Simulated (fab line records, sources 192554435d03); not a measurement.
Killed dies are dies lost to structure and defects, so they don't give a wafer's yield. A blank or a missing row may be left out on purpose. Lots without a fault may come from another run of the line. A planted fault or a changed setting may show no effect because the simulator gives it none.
fab line records | flow n5_finfet
record lots=5 wafers=15 last_day=16
route steps=1938 shown BEOL_M4@1072
lots that met no fault: from a run of the same line without faults
start_h: hours from the record's first day to the start of the lot's first wafer shown | wait_h: hours since the lot's step before | " the same as in the row above | L1.1+2: a row that stands for several wafers | - no value, or no start given | * or withheld: withheld | < > ~ a bound
route shown NAME@n: a module of which the file shows steps, and the number in the route of the first | usual: mean/standard deviation of fault-free wafers | same: alike in all rows | chamber/n: place in a boat | sites: the reading at each site | _std_site: their standard deviation | _edge_site: outer sites' mean less inner sites' | radius_mm: how far each site lies from the wafer's centre | mask NAME#n: copy n | behind: the tool/chamber that last shaped the wafer | hold: why the lot was held/for how many hours/how that ended | device: the transistor (n, p or np) that didn't switch | end of line: the same wafers' tests at the end of the route | a step without rows: its recipe alone | killed: dies lost to structure and defects at the first sort, not the wafer's yield | map: a wafer's dies, x killed, . not, _ none there
set.NAME: the setting as run; set.NAME@STEP: as run at that earlier step | model.NAME: the simulator's own value behind a step, which no gauge read
lots at some steps of the route; a table a step, a row a wafer
services: from which hour (start_h, from the record's first day; less than 0 if before it) a tool's chamber was out of use, for how many hours, and why
## steps
# step N5_BEOL_M4_STRIP_97
# recipe chemistry=N2/H2 time_s=10 power_w=450 temp_c=40 pressure_mtorr=20 rf_frequency_hz=6e+07 bias_power_w=7 n2_flow_sccm=200 h2_flow_sccm=200
# usual bias_power_w=6.999/0.02 drypump_motor_current_A=5.7/0.43 oes_product_au=0.80/0.095 rf_vpp_V=59.1/0.93 showerhead_plenum_p_Torr=2.52/0.095 throttle_valve_pct=23.53/0.26
# columns lot.wafer tool chamber start_h wait_h bias_power_w drypump_motor_current_A oes_product_au rf_hours_counter_h rf_vpp_V showerhead_plenum_p_Torr throttle_valve_pct
L075.2 rie_diel-03 3 - - 6.985 5.6 0.91 37 58.4 2.48 23.53
L075.4 " 2 " " 7.013 6.2 0.74 165 57.9 2.44 23.84
L075.5 " 0 " " 6.996 6.1 0.81 - 58.5 2.45 23.42
L085.4 rie_diel-06 3 - - 6.968 6.4 0.70 - 59.7 2.40 23.38
L085.5 " 2 " " 6.988 5.7 0.92 - 59.6 2.71 23.27
L085.6 " 1 " " 6.991 5.4 0.74 - 58.4 2.53 23.09
L086.3 rie_diel-05 3 - - 6.972 5.2 0.89 35 58.1 2.48 23.81
L086.5 " 2 " " 6.997 5.7 0.74 - 60.5 2.61 23.19
L086.6 " 1 " " 7.040 5.2 0.72 - 59.0 2.51 23.74
L092.3 rie_diel-05 1 - - 6.996 5.2 0.70 218 59.0 2.51 23.74
L092.5 " 1 " " 6.994 5.2 0.70 - 59.4 2.51 23.75
L092.6 " 2 " " 6.992 5.7 0.72 - 58.4 2.61 23.22
L095.3 rie_diel-03 2 - - 6.970 6.2 0.71 209 59.0 2.42 23.90
L095.4 " 3 " " 7.031 5.7 0.85 79 61.1 2.46 23.60
L095.5 " 0 " " 7.000 6.1 0.78 - 59.2 2.43 23.48
# step N5_BEOL_M4_OCD_MEAS_38
# usual trench_depth_nm=55.7/1.1
# columns lot.wafer tool chamber start_h wait_h trench_depth_nm
L075.2 ocd-01 - 166.79 - 56.0
L075.4 " - " " 55.9
L075.5 " - " " 56.9
L085.4 ocd-02 - 227.05 - 54.8
L085.5 " - " " 54.9
L085.6 " - " " 55.7
L086.3 ocd-02 - 237.88 - 57.4
L086.5 " - " " 56.2
L086.6 " - " " 55.1
L092.3 ocd-02 - 263.34 - 53.8
L092.5 " - " " 54.5
L092.6 " - " " 56.2
L095.3 ocd-01 - 286.52 - 55.8
L095.4 " - " " 56.6
L095.5 " - " " 55.8
# step N5_BEOL_M4_HM_STRIP_39
# recipe chemistry=peroxide_tin_strip material=TiN target_depth_a=250 temp_c=50 time_s=158
# columns lot.wafer tool chamber start_h wait_h
L075.2+4+5 wet_bench-05 5,3,6 166.82 0.0
L085.4+5+6 wet_bench-06 2,7,5 227.08 0.0
L086.3+5+6 wet_bench-06 5,2,7 237.91 0.0
L092.3+5+6 wet_bench-01 0,3,2 263.37 0.0
L095.3+4+5 wet_bench-06 4,1,5 286.55 0.0
# step N5_BEOL_M4_SRD_40
# recipe time_s=30 temp_c=23 rinse_liquid=diw dry=ipa_marangoni
# columns lot.wafer tool chamber start_h wait_h
L075.2+4+5 wet_bench-05 5,3,6 166.87 0.0
L085.4+5+6 wet_bench-06 2,7,5 227.13 0.0
L086.3+5+6 wet_bench-06 5,2,7 237.96 0.0
L092.3+5+6 wet_bench-01 0,3,2 263.42 0.0
L095.3+4+5 wet_bench-06 4,1,5 286.59 0.0
# step N5_BEOL_M4_PRECLEAN_42
# recipe chemistry=residue_remover time_s=60 temp_c=40
# columns lot.wafer tool chamber start_h wait_h
L075.2+4+5 wet_bench-05 5,3,6 166.89 0.0
L085.4+5+6 wet_bench-06 2,7,5 227.15 0.0
L086.3+5+6 wet_bench-06 5,2,7 237.97 0.0
L092.3+5+6 wet_bench-01 0,3,2 263.43 0.0
L095.3+4+5 wet_bench-06 4,1,5 286.61 0.0
# step N5_BEOL_M4_SRD_43
# recipe time_s=30 temp_c=23 rinse_liquid=diw dry=ipa_marangoni
# columns lot.wafer tool chamber start_h wait_h
L075.2+4+5 wet_bench-05 5,3,6 166.90 0.0
L085.4+5+6 wet_bench-06 2,7,5 227.17 0.0
L086.3+5+6 wet_bench-06 5,2,7 237.99 0.0
L092.3+5+6 wet_bench-01 0,3,2 263.45 0.0
L095.3+4+5 wet_bench-06 4,1,5 286.63 0.0
# step N5_BEOL_M4_CD_MEAS_35
# recipe target_cd_nm=18 target_cd_y_nm=22.4 polarity=opening
# usual cd_nm=18.1/0.38
# columns lot.wafer tool chamber start_h wait_h cd_nm
L075.2 cd_sem-01 - 166.94 0.0 17.9
L075.4 " - " " 18.1
L075.5 " - " " 17.7
L085.4 cd_sem-01 - 227.22 0.0 17.7
L085.5 " - " " 17.5
L085.6 " - " " 18.0
L086.3 cd_sem-01 - 238.03 0.0 19.0
L086.5 " - " " 18.8
L086.6 " - " " 18.4
L092.3 cd_sem-01 - 263.49 0.0 17.8
L092.5 " - " " 17.8
L092.6 " - " " 17.8
L095.3 cd_sem-02 - 286.67 0.0 18.0
L095.4 " - " " 18.2
L095.5 " - " " 18.1
# step N5_BEOL_M4_DEGAS_44
# recipe ambient=vacuum temp_c=250 time_s=60
# usual heater_power_w=357/52
# columns lot.wafer tool chamber start_h wait_h heater_power_w
L075.2 pvd_sputter-03 - 167.26 0.3 314
L075.4 " - " " 391
L075.5 " - " " 272
L085.4 pvd_sputter-03 - 227.60 0.4 383
L085.5 " - " " 279
L085.6 " - " " 391
L086.3 pvd_sputter-03 - 238.73 0.7 277
L086.5 " - " " 384
L086.6 " - " " 310
L092.3 pvd_sputter-02 - 263.60 0.1 354
L092.5 " - " " 305
L092.6 " - " " 360
L095.3 pvd_sputter-03 - 286.82 0.1 269
L095.4 " - " " 382
L095.5 " - " " 318
# step N5_BEOL_M4_PRE_CLEAN_45
# recipe gas=H2/He time_s=30 temp_c=250
# usual heater_power_w=357/52
# columns lot.wafer tool chamber start_h wait_h heater_power_w
L075.2 pvd_sputter-03 - 167.30 0.0 318
L075.4 " - " " 388
L075.5 " - " " 276
L085.4 pvd_sputter-03 - 227.64 0.0 379
L085.5 " - " " 276
L085.6 " - " " 373
L086.3 pvd_sputter-03 - 238.77 0.0 278
L086.5 " - " " 386
L086.6 " - " " 309
L092.3 pvd_sputter-02 - 263.64 0.0 358
L092.5 " - " " 308
L092.6 " - " " 360
L095.3 pvd_sputter-03 - 286.86 0.0 277
L095.4 " - " " 386
L095.5 " - " " 313
# step N5_BEOL_M4_ALD_84
# recipe material=TaN target_thk_a=* temp_c=275 ald_precursor_family=PDMAT ald_co_reactant=NH3 pressure_torr=3 carrier_flow_sccm=1500 pulse_time_s=2 purge_time_s=3 co_reactant_purge_time_s=2 co_reactant_pulse_time_s=3 ald_cycles=30 precursor_vessel_temp_c=75 precursor_vessel_pressure_torr=26.25 precursor_vessel_carrier_sccm=1000
# usual heater_power_w=405/37
# same pulse_time_s=2
# columns lot.wafer tool chamber start_h wait_h heater_power_w
L075.2 ald_metal-03 3 167.43 0.1 422
L075.4 " 1 " " 429
L075.5 " 2 " " 475
L085.4 ald_metal-01 0 227.71 0.0 447
L085.5 " 2 " " 360
L085.6 " 1 " " 441
L086.3 ald_metal-04 0 238.83 0.0 411
L086.5 " 3 " " 396
L086.6 " 0 " " 402
L092.3 ald_metal-03 2 263.70 0.0 473
L092.5 " 3 " " 423
L092.6 " 0 " " 455
L095.3 ald_metal-04 2 286.92 0.0 369
L095.4 " 0 " " 406
L095.5 " 0 " " 400
# step N5_BEOL_M4_SURFACE_TREAT_85
# recipe gas=Ar time_s=* ion_energy_ev=* ion_current_ma_cm2=0.5 pressure_mtorr=* ar_flow_sccm=30
# usual throttle_valve_pct=*
# columns lot.wafer tool chamber start_h wait_h throttle_valve_pct
L075.2 pvd_sputter-03 - 167.66 0.1 *
L075.4 " - " " *
L075.5 " - " " *
L085.4 pvd_sputter-03 - 228.20 0.4 *
L085.5 " - " " *
L085.6 " - " " *
L086.3 pvd_sputter-01 - 239.06 0.1 *
L086.5 " - " " *
L086.6 " - " " *
L092.3 pvd_sputter-02 - 263.92 0.1 *
L092.5 " - " " *
L092.6 " - " " *
L095.3 pvd_sputter-02 - 287.20 0.2 *
L095.4 " - " " *
L095.5 " - " " *
# step N5_BEOL_M4_CVD_47
# recipe material=Co target_thk_a=30 temp_c=withheld precursor=CCTBA/H2 pressure_torr=30 time_s=223.8
# columns lot.wafer tool chamber start_h wait_h
L075.2+4+5 cvd_co-02 1,1,2 167.84 0.2
L085.4+5+6 cvd_co-02 0,1,2 228.43 0.2
L086.3+5+6 cvd_co-01 2,0,2 239.12 0.0
L092.3+5+6 cvd_co-01 2,2,1 263.98 0.0
L095.3+4+5 cvd_co-01 0,0,1 287.26 0.0
# step N5_BEOL_M4_SPUTTER_48
# recipe material=Cu target_thk_a=45 temp_c=-20 chamber_pressure_pa=0.07 power_w=withheld time_s=8.29
# usual throttle_valve_pct=30.3/1.1
# columns lot.wafer tool chamber start_h wait_h throttle_valve_pct
L075.2 pvd_sputter-03 - 168.08 0.2 29.1
L075.4 " - " " 28.3
L075.5 " - " " 31.7
L085.4 pvd_sputter-02 - 228.69 0.2 30.2
L085.5 " - " " 31.6
L085.6 " - " " 30.0
L086.3 pvd_sputter-03 - 239.28 0.1 31.9
L086.5 " - " " 32.0
L086.6 " - " " 29.0
L092.3 pvd_sputter-02 - 264.43 0.4 30.1
L092.5 " - " " 31.3
L092.6 " - " " 29.8
L095.3 pvd_sputter-01 - 287.42 0.1 30.8
L095.4 " - " " 31.6
L095.5 " - " " 30.9
# step N5_BEOL_M4_ANNEAL_49
# recipe temp_c=400 time_s=240 ambient=vacuum
# usual heater_power_w=916/120
# columns lot.wafer tool chamber start_h wait_h heater_power_w
L075.2 pvd_sputter-03 - 168.16 0.0 956
L075.4 " - " " 794
L075.5 " - " " 954
L085.4 pvd_sputter-02 - 228.77 0.0 894
L085.5 " - " " 931
L085.6 " - " " 931
L086.3 pvd_sputter-03 - 239.36 0.0 944
L086.5 " - " " 935
L086.6 " - " " 963
L092.3 pvd_sputter-02 - 264.51 0.0 887
L092.5 " - " " 898
L092.6 " - " " 882
L095.3 pvd_sputter-01 - 287.50 0.0 836
L095.4 " - " " 1033
L095.5 " - " " 1061
# step N5_BEOL_M4_SPUTTER_79
# recipe material=Cu target_thk_a=45 temp_c=-20 chamber_pressure_pa=0.07 power_w=withheld time_s=8.29
# usual throttle_valve_pct=30.3/1.1
# columns lot.wafer tool chamber start_h wait_h throttle_valve_pct
L075.2 pvd_sputter-03 - 168.30 0.1 29.1
L075.4 " - " " 28.5
L075.5 " - " " 31.6
L085.4 pvd_sputter-02 - 228.91 0.1 29.8
L085.5 " - " " 31.4
L085.6 " - " " 30.0
L086.3 pvd_sputter-03 - 239.50 0.1 31.7
L086.5 " - " " 31.6
L086.6 " - " " 29.1
L092.3 pvd_sputter-02 - 264.65 0.1 30.0
L092.5 " - " " 31.4
L092.6 " - " " 29.9
L095.3 pvd_sputter-01 - 287.64 0.1 31.0
L095.4 " - " " 31.7
L095.5 " - " " 30.9
# step N5_BEOL_M4_ANNEAL_80
# recipe temp_c=400 time_s=240 ambient=vacuum
# usual heater_power_w=913/120
# columns lot.wafer tool chamber start_h wait_h heater_power_w
L075.2 pvd_sputter-03 - 168.38 0.0 984
L075.4 " - " " 769
L075.5 " - " " 927
L085.4 pvd_sputter-02 - 228.99 0.0 894
L085.5 " - " " 911
L085.6 " - " " 892
L086.3 pvd_sputter-03 - 239.58 0.0 945
L086.5 " - " " 946
L086.6 " - " " 960
L092.3 pvd_sputter-02 - 264.73 0.0 890
L092.5 " - " " 922
L092.6 " - " " 890
L095.3 pvd_sputter-01 - 287.72 0.0 829
L095.4 " - " " 1013
L095.5 " - " " 1064
# step N5_BEOL_M4_SPUTTER_81
# recipe material=Cu target_thk_a=45 temp_c=-20 chamber_pressure_pa=0.07 power_w=withheld time_s=8.29
# usual throttle_valve_pct=30.3/1
# columns lot.wafer tool chamber start_h wait_h throttle_valve_pct
L075.2 pvd_sputter-03 - 168.52 0.1 29.2
L075.4 " - " " 28.2
L075.5 " - " " 31.6
L085.4 pvd_sputter-02 - 229.13 0.1 30.1
L085.5 " - " " 31.3
L085.6 " - " " 30.0
L086.3 pvd_sputter-03 - 239.72 0.1 31.9
L086.5 " - " " 31.6
L086.6 " - " " 29.1
L092.3 pvd_sputter-02 - 264.87 0.1 29.9
L092.5 " - " " 31.6
L092.6 " - " " 30.0
L095.3 pvd_sputter-01 - 287.86 0.1 30.7
L095.4 " - " " 31.6
L095.5 " - " " 31.2
# step N5_BEOL_M4_ANNEAL_82
# recipe temp_c=400 time_s=240 ambient=vacuum
# usual heater_power_w=915/120
# columns lot.wafer tool chamber start_h wait_h heater_power_w
L075.2 pvd_sputter-03 - 168.60 0.0 941
L075.4 " - " " 774
L075.5 " - " " 972
L085.4 pvd_sputter-02 - 229.21 0.0 876
L085.5 " - " " 924
L085.6 " - " " 896
L086.3 pvd_sputter-03 - 239.80 0.0 990
L086.5 " - " " 950
L086.6 " - " " 971
L092.3 pvd_sputter-02 - 264.95 0.0 893
L092.5 " - " " 893
L092.6 " - " " 882
L095.3 pvd_sputter-01 - 287.94 0.0 837
L095.4 " - " " 1012
L095.5 " - " " 1050
# step N5_BEOL_M4_SPUTTER_86
# recipe material=Cu target_thk_a=45 temp_c=-20 chamber_pressure_pa=0.07 power_w=withheld time_s=8.29
# usual throttle_valve_pct=30.3/1.1
# columns lot.wafer tool chamber start_h wait_h throttle_valve_pct
L075.2 pvd_sputter-03 - 168.74 0.1 29.2
L075.4 " - " " 28.5
L075.5 " - " " 31.5
L085.4 pvd_sputter-02 - 229.35 0.1 29.8
L085.5 " - " " 31.6
L085.6 " - " " 29.7
L086.3 pvd_sputter-03 - 239.94 0.1 31.7
L086.5 " - " " 31.8
L086.6 " - " " 29.2
L092.3 pvd_sputter-02 - 265.09 0.1 30.0
L092.5 " - " " 31.5
L092.6 " - " " 29.8
L095.3 pvd_sputter-01 - 288.08 0.1 30.8
L095.4 " - " " 31.7
L095.5 " - " " 31.0
# step N5_BEOL_M4_ANNEAL_87
# recipe temp_c=400 time_s=240 ambient=vacuum
# usual heater_power_w=914/120
# columns lot.wafer tool chamber start_h wait_h heater_power_w
L075.2 pvd_sputter-03 - 168.82 0.0 974
L075.4 " - " " 774
L075.5 " - " " 961
L085.4 pvd_sputter-02 - 229.43 0.0 876
L085.5 " - " " 924
L085.6 " - " " 906
L086.3 pvd_sputter-03 - 240.02 0.0 954
L086.5 " - " " 953
L086.6 " - " " 961
L092.3 pvd_sputter-02 - 265.17 0.0 919
L092.5 " - " " 939
L092.6 " - " " 901
L095.3 pvd_sputter-01 - 288.16 0.0 848
L095.4 " - " " 1020
L095.5 " - " " 1057
# step N5_BEOL_M4_SPUTTER_88
# recipe material=Cu target_thk_a=45 temp_c=-20 chamber_pressure_pa=0.07 power_w=withheld time_s=8.29
# usual throttle_valve_pct=30.3/1.1
# columns lot.wafer tool chamber start_h wait_h throttle_valve_pct
L075.2 pvd_sputter-03 - 168.96 0.1 29.2
L075.4 " - " " 28.4
L075.5 " - " " 31.8
L085.4 pvd_sputter-02 - 229.57 0.1 29.8
L085.5 " - " " 31.5
L085.6 " - " " 29.7
L086.3 pvd_sputter-03 - 240.16 0.1 31.7
L086.5 " - " " 31.8
L086.6 " - " " 29.2
L092.3 pvd_sputter-02 - 265.31 0.1 29.8
L092.5 " - " " 31.7
L092.6 " - " " 29.8
L095.3 pvd_sputter-01 - 288.30 0.1 31.2
L095.4 " - " " 31.4
L095.5 " - " " 30.8
# step N5_BEOL_M4_ANNEAL_89
# recipe temp_c=400 time_s=240 ambient=vacuum
# usual heater_power_w=913/120
# columns lot.wafer tool chamber start_h wait_h heater_power_w
L075.2 pvd_sputter-03 - 169.04 0.0 959
L075.4 " - " " 764
L075.5 " - " " 961
L085.4 pvd_sputter-02 - 229.65 0.0 898
L085.5 " - " " 892
L085.6 " - " " 890
L086.3 pvd_sputter-03 - 240.24 0.0 983
L086.5 " - " " 937
L086.6 " - " " 937
L092.3 pvd_sputter-02 - 265.39 0.0 913
L092.5 " - " " 928
L092.6 " - " " 889
L095.3 pvd_sputter-01 - 288.38 0.0 847
L095.4 " - " " 1015
L095.5 " - " " 1048
# step N5_BEOL_M4_SPUTTER_90
# recipe material=Cu target_thk_a=45 temp_c=-20 chamber_pressure_pa=0.07 power_w=withheld time_s=8.29
# usual throttle_valve_pct=30.3/1.1
# columns lot.wafer tool chamber start_h wait_h throttle_valve_pct
L075.2 pvd_sputter-03 - 169.18 0.1 29.0
L075.4 " - " " 28.5
L075.5 " - " " 31.7
L085.4 pvd_sputter-02 - 229.79 0.1 29.8
L085.5 " - " " 31.4
L085.6 " - " " 29.9
L086.3 pvd_sputter-03 - 240.38 0.1 32.0
L086.5 " - " " 31.7
L086.6 " - " " 29.0
L092.3 pvd_sputter-02 - 265.53 0.1 29.8
L092.5 " - " " 31.9
L092.6 " - " " 29.7
L095.3 pvd_sputter-01 - 288.52 0.1 31.1
L095.4 " - " " 31.5
L095.5 " - " " 31.3
# step N5_BEOL_M4_ANNEAL_91
# recipe temp_c=400 time_s=240 ambient=vacuum
# usual heater_power_w=916/120
# columns lot.wafer tool chamber start_h wait_h heater_power_w
L075.2 pvd_sputter-03 - 169.26 0.0 972
L075.4 " - " " 766
L075.5 " - " " 992
L085.4 pvd_sputter-02 - 229.87 0.0 916
L085.5 " - " " 928
L085.6 " - " " 908
L086.3 pvd_sputter-03 - 240.46 0.0 960
L086.5 " - " " 944
L086.6 " - " " 981
L092.3 pvd_sputter-02 - 265.61 0.0 888
L092.5 " - " " 937
L092.6 " - " " 905
L095.3 pvd_sputter-01 - 288.60 0.0 842
L095.4 " - " " 1045
L095.5 " - " " 1100
# step N5_BEOL_M4_SPUTTER_92
# recipe material=Cu target_thk_a=45 temp_c=-20 chamber_pressure_pa=0.07 power_w=withheld time_s=8.29
# usual throttle_valve_pct=30.3/1.1
# columns lot.wafer tool chamber start_h wait_h throttle_valve_pct
L075.2 pvd_sputter-03 - 169.40 0.1 29.2
L075.4 " - " " 28.5
L075.5 " - " " 31.7
L085.4 pvd_sputter-02 - 230.01 0.1 29.9
L085.5 " - " " 31.7
L085.6 " - " " 30.0
L086.3 pvd_sputter-03 - 240.60 0.1 31.6
L086.5 " - " " 31.7
L086.6 " - " " 29.3
L092.3 pvd_sputter-02 - 265.75 0.1 29.7
L092.5 " - " " 31.6
L092.6 " - " " 29.8
L095.3 pvd_sputter-01 - 288.74 0.1 30.8
L095.4 " - " " 31.6
L095.5 " - " " 31.0
# step N5_BEOL_M4_ANNEAL_93
# recipe temp_c=400 time_s=240 ambient=vacuum
# usual heater_power_w=914/120
# columns lot.wafer tool chamber start_h wait_h heater_power_w
L075.2 pvd_sputter-03 - 169.48 0.0 969
L075.4 " - " " 769
L075.5 " - " " 971
L085.4 pvd_sputter-02 - 230.09 0.0 908
L085.5 " - " " 914
L085.6 " - " " 894
L086.3 pvd_sputter-03 - 240.68 0.0 938
L086.5 " - " " 955
L086.6 " - " " 974
L092.3 pvd_sputter-02 - 265.83 0.0 893
L092.5 " - " " 896
L092.6 " - " " 908
L095.3 pvd_sputter-01 - 288.82 0.0 869
L095.4 " - " " 1014
L095.5 " - " " 1062
# step N5_BEOL_M4_SPUTTER_94
# recipe material=Cu target_thk_a=45 temp_c=-20 chamber_pressure_pa=0.07 power_w=withheld time_s=8.29
# usual throttle_valve_pct=30.3/1.1
# columns lot.wafer tool chamber start_h wait_h throttle_valve_pct
L075.2 pvd_sputter-03 - 169.62 0.1 29.2
L075.4 " - " " 28.2
L075.5 " - " " 31.7
L085.4 pvd_sputter-02 - 230.23 0.1 29.9
L085.5 " - " " 31.4
L085.6 " - " " 30.1
L086.3 pvd_sputter-03 - 240.82 0.1 31.9
L086.5 " - " " 31.8
L086.6 " - " " 29.0
L092.3 pvd_sputter-02 - 265.97 0.1 29.9
L092.5 " - " " 31.3
L092.6 " - " " 30.0
L095.3 pvd_sputter-01 - 288.96 0.1 31.0
L095.4 " - " " 31.2
L095.5 " - " " 30.9
# step N5_BEOL_M4_ANNEAL_95
# recipe temp_c=400 time_s=240 ambient=vacuum
# usual heater_power_w=915/120
# columns lot.wafer tool chamber start_h wait_h heater_power_w
L075.2 pvd_sputter-03 - 169.70 0.0 952
L075.4 " - " " 778
L075.5 " - " " 950
L085.4 pvd_sputter-02 - 230.31 0.0 910
L085.5 " - " " 900
L085.6 " - " " 915
L086.3 pvd_sputter-03 - 240.90 0.0 920
L086.5 " - " " 961
L086.6 " - " " 971
L092.3 pvd_sputter-02 - 266.05 0.0 881
L092.5 " - " " 910
L092.6 " - " " 925
L095.3 pvd_sputter-01 - 289.04 0.0 873
L095.4 " - " " 1027
L095.5 " - " " 1033
# step N5_BEOL_M4_SPUTTER_96
# recipe material=Cu target_thk_a=45 temp_c=-20 chamber_pressure_pa=0.07 power_w=withheld time_s=8.29
# usual throttle_valve_pct=30.3/1.1
# columns lot.wafer tool chamber start_h wait_h throttle_valve_pct
L075.2 pvd_sputter-03 - 169.84 0.1 29.1
L075.4 " - " " 28.4
L075.5 " - " " 31.5
L085.4 pvd_sputter-02 - 230.45 0.1 29.9
L085.5 " - " " 31.5
L085.6 " - " " 29.9
L086.3 pvd_sputter-03 - 241.04 0.1 31.6
L086.5 " - " " 31.9
L086.6 " - " " 29.1
L092.3 pvd_sputter-02 - 266.19 0.1 29.8
L092.5 " - " " 31.5
L092.6 " - " " 30.0
L095.3 pvd_sputter-01 - 289.18 0.1 31.0
L095.4 " - " " 31.5
L095.5 " - " " 31.2
# step N5_BEOL_M4_ECD_50
# recipe material=Cu target_thk_a=3000
# columns lot.wafer tool chamber start_h wait_h
L075.2+4+5 ecd_cu-02 0,0,1 169.96 0.1
L085.4+5+6 ecd_cu-01 1,0,1 230.58 0.1
L086.3+5+6 ecd_cu-02 0,1,0 241.18 0.1
L092.3+5+6 ecd_cu-02 0,0,1 266.33 0.1
L095.3+4+5 ecd_cu-01 1,0,0 289.31 0.1
# step N5_BEOL_M4_ANNEAL_51
# recipe temp_c=225 time_s=90 ambient=N2
# usual anneal_temp_c=224.98/0.17 wafer_temp_C_max=225.96/0.21
# columns lot.wafer tool chamber start_h wait_h anneal_temp_c wafer_temp_C_max
L075.2 rtp_anneal-02 0 170.08 0.1 225.24 225.64
L075.4 " 0 " " 225.29 225.94
L075.5 " 0 " " 225.09 225.66
L085.4 rtp_anneal-01 0 230.78 0.2 225.07 225.57
L085.5 " 0 " " 225.17 225.78
L085.6 " 0 " " 225.03 226.20
L086.3 rtp_anneal-02 0 241.33 0.1 224.81 225.89
L086.5 " 0 " " 224.85 226.31
L086.6 " 0 " " 225.07 226.05
L092.3 rtp_anneal-01 0 266.48 0.1 225.19 225.93
L092.5 " 0 " " 225.07 225.79
L092.6 " 0 " " 225.33 225.93
L095.3 rtp_anneal-01 0 289.46 0.1 224.74 225.69
L095.4 " 0 " " 224.98 225.98
L095.5 " 0 " " 225.13 226.22
# step N5_BEOL_M4_CMP_52
# recipe stop_on=SiOC t_overpolish_s=6.8 down_force_psi=1 platen_rpm=50 clearing_platen_down_force_psi=1.5 clearing_platen_rpm=50 post_cmp_clean=cu_alkaline target_thk_nm=40 clearing_platen_pad_velocity_m_s=0.99484 pad_velocity_m_s=0.99484
# usual barrier_field_endpoint_s=24.5/0.62 edge_zone_pressure_frac=1.000/0.005 motor_current_A=5.9/0.57 overpolish_run_s=6.801/0.0088 time_to_endpoint_s=62/3.4
# columns lot.wafer tool chamber start_h wait_h barrier_field_endpoint_s edge_zone_pressure_frac motor_current_A overpolish_run_s time_to_endpoint_s
L075.2 cmp-03 3 170.34 0.2 24.2 1.001 5.9 6.794 59
L075.4 " 0 " " 24.8 1.010 5.5 6.796 64
L075.5 " 0 " " 25.3 1.013 5.5 6.807 66
L085.4 cmp-01 1 231.05 0.2 25.5 0.997 5.6 6.812 64
L085.6 " 2 " " 24.1 1.006 5.6 6.809 59
L085.5 " 3 " " 25.2 0.994 7.3 6.812 65
L086.3 cmp-03 0 241.61 0.2 24.0 1.003 5.6 6.799 66
L086.5 " 2 " " 24.0 1.005 5.8 6.799 63
L086.6 " 3 " " 23.1 1.000 5.9 6.783 61
L092.3 cmp-03 3 266.81 0.3 23.5 0.991 5.9 6.812 57
L092.6 " 0 " " 24.6 1.004 5.3 6.794 65
L092.5 " 1 " " 25.4 1.001 5.3 6.800 67
L095.3 cmp-01 1 289.67 0.2 23.3 1.005 5.6 6.813 62
L095.4 " 2 " " 23.7 0.998 5.8 6.808 59
L095.5 " 1 " " 24.3 0.998 5.8 6.799 66
# step N5_BEOL_M4_THK_MEAS_53
# recipe thk_meas_gauge=xrf reads=Cu_of_BEOL_M4_ECD_50
# usual M4_THK=40.1/1.5
# columns lot.wafer tool chamber start_h wait_h M4_THK[nm]
L075.2 film_metro-02 - 170.63 - 39.8
L075.4 " - " " 42.5
L075.5 " - " " 41.6
L085.4 film_metro-02 - 231.24 - 41.1
L085.5 " - " " 39.5
L085.6 " - " " 39.2
L086.3 film_metro-01 - 241.83 - 41.9
L086.5 " - " " 39.6
L086.6 " - " " 37.3
L092.3 film_metro-01 - 267.00 - 37.7
L092.5 " - " " 39.3
L092.6 " - " " 41.9
L095.3 film_metro-02 - 289.97 - 40.9
L095.4 " - " " 39.9
L095.5 " - " " 40.0
# step N5_BEOL_M4_PRE_CLEAN_60
# recipe gas=NH3/H2 time_s=15 temp_c=* rf_power_w=300
# usual heater_power_w=82/7.1 rf_fwd_power_W=296.8/1.2
# columns lot.wafer tool chamber start_h wait_h heater_power_w rf_fwd_power_W
L075.2 cvd_co-02 0 170.67 0.0 84 296.4
L075.4 " 2 " " 89 294.6
L075.5 " 1 " " 75 298.9
L085.4 cvd_co-01 0 231.29 0.1 92 297.8
L085.5 " 1 " " 76 295.7
L085.6 " 2 " " 72 297.3
L086.3 cvd_co-02 0 241.87 0.0 87 297.6
L086.5 " 0 " " 86 298.4
L086.6 " 1 " " 76 297.2
L092.3 cvd_co-02 1 267.03 0.0 76 295.7
L092.5 " 1 " " 74 295.9
L092.6 " 0 " " 85 297.4
L095.3 cvd_co-02 1 290.00 0.0 76 297.5
L095.4 " 0 " " 86 296.9
L095.5 " 1 " " 75 297.3
# step N5_BEOL_M4_CO_CAP_55
# recipe material=Co target_thk_a=20 temp_c=200 precursor=CCTBA/H2 pressure_torr=30 time_s=102.1
# usual heater_power_w=232/9.4
# columns lot.wafer tool chamber start_h wait_h heater_power_w
L075.2 cvd_co-02 0 170.71 0.0 240
L075.4 " 2 " " 241
L075.5 " 1 " " 222
L085.4 cvd_co-01 0 231.35 0.0 248
L085.5 " 1 " " 227
L085.6 " 2 " " 215
L086.3 cvd_co-02 0 241.91 0.0 241
L086.5 " 0 " " 244
L086.6 " 1 " " 227
L092.3 cvd_co-02 1 267.07 0.0 229
L092.5 " 1 " " 223
L092.6 " 0 " " 234
L095.3 cvd_co-02 1 290.04 0.0 224
L095.4 " 0 " " 230
L095.5 " 1 " " 227
# step N5_BEOL_M4_PRE_CLEAN_56
# recipe gas=NH3 time_s=15 temp_c=withheld rf_power_w=300
# usual rf_fwd_power_W=294.6/1.7
# columns lot.wafer tool chamber start_h wait_h rf_fwd_power_W
L075.2 pecvd-01 2 170.80 0.1 297.2
L075.4 " 0 " " 295.9
L075.5 " 2 " " 296.9
L085.4 pecvd-04 1 231.41 0.0 294.4
L085.5 " 2 " " 292.5
L085.6 " 0 " " 295.3
L086.3 pecvd-03 0 242.00 0.1 292.8
L086.5 " 1 " " 294.2
L086.6 " 2 " " 297.5
L092.3 pecvd-04 2 267.17 0.1 291.5
L092.5 " 0 " " 293.9
L092.6 " 2 " " 292.4
L095.3 pecvd-03 0 290.15 0.1 291.8
L095.4 " 2 " " 295.7
L095.5 " 0 " " 292.3
## services
# columns tool chamber start_h hours kind
cvd_co-01 2 143.50 16.4 repair
ald_metal-03 0 149.94 1.9 repair
cmp-03 - 152.41 4.0 pm
cmp-01 - 153.65 4.2 pm
ecd_cu-02 - 155.14 1.0 repair
cmp-01 - 157.95 2.1 repair
pecvd-04 - 164.08 1.0 repair
cvd_co-01 - 164.81 14.6 pm
ecd_cu-02 - 166.97 1.8 repair
rie_diel-05 2 169.34 16.3 repair
rie_diel-05 0 170.33 5.8 repair
wet_bench-01 - 188.15 1.5 repair
cmp-01 - 189.59 0.3 repair
cmp-01 - 193.67 4.0 pm
cmp-03 - 203.49 4.3 repair
ald_metal-04 1 211.16 6.9 repair
cvd_co-01 - 212.47 5.0 repair
cmp-01 - 218.47 1.5 repair
ald_metal-03 3 219.06 25.0 repair
rie_diel-03 0 223.19 7.0 repair
cmp-03 - 234.33 1.3 repair
cmp-01 - 241.90 1.7 repair
cmp-01 - 256.66 12.8 pm
cmp-03 - 281.47 1.8 repair
## key
fault none
